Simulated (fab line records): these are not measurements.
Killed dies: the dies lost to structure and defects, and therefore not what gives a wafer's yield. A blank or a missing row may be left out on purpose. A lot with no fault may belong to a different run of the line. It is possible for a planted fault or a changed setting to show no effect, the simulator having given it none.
Chamber matching + flow nandHarc + NHARC_A_STAIRCASE_TRIM_196 on rieDiel-12: 4 sister chambers
The step chemistry O2, time 211.2 s. 4 wafers are shown with their chamber, then 7 later ones without.

## WAFERS PAIRED WITH THEIR CHAMBERS
| wafer  | chamber | drypumpMotorCurrentA (A) |
|--------|---------|--------------------------|
| L086.2 | 2       | 5.1                      |
| L086.5 | 3       | 6.1                      |
| L091.1 | 0       | 6.2                      |
| L091.4 | 1       | 5.4                      |

## WAFERS WITHOUT THEIR CHAMBER
| wafer  | drypumpMotorCurrentA (A) |
|--------|--------------------------|
| L091.5 | 6.1                      |
| L092.3 | 5.4                      |
| L092.4 | 6.3                      |
| L092.6 | 5.1                      |
| L094.4 | 6.1                      |
| L094.5 | 6.1                      |
| L094.6 | 5.1                      |

## THE CHAMBER EACH PASSED THROUGH
| wafer  | from the rows above | in truth |
|--------|---------------------|----------|
| L091.5 | 3                   | 3        |
| L092.3 | 1                   | 1        |
| L092.4 | 0                   | 0        |
| L092.6 | 2                   | 2        |
| L094.4 | 3                   | 3        |
| L094.5 | 3                   | 3        |
| L094.6 | 2                   | 2        |
Correctly placed: 7 of 7. Not placeable from these rows: 0. Wrongly placed: 0.
How it was worked out, from the rows above alone: a wafer's distance from a chamber is the root of the sum, over the readings, of the square of ((its reading less the chamber's mean) divided by the reading's scatter). If the next closest chamber is less than 2 further off than the closest, the wafer can't be placed; otherwise it belongs to the closest. For every chamber, the mean is computed from those of its wafers that are shown. The scatter: root of mean squared gap, hidden wafer to nearest shown wafer, with one shown wafer a chamber.
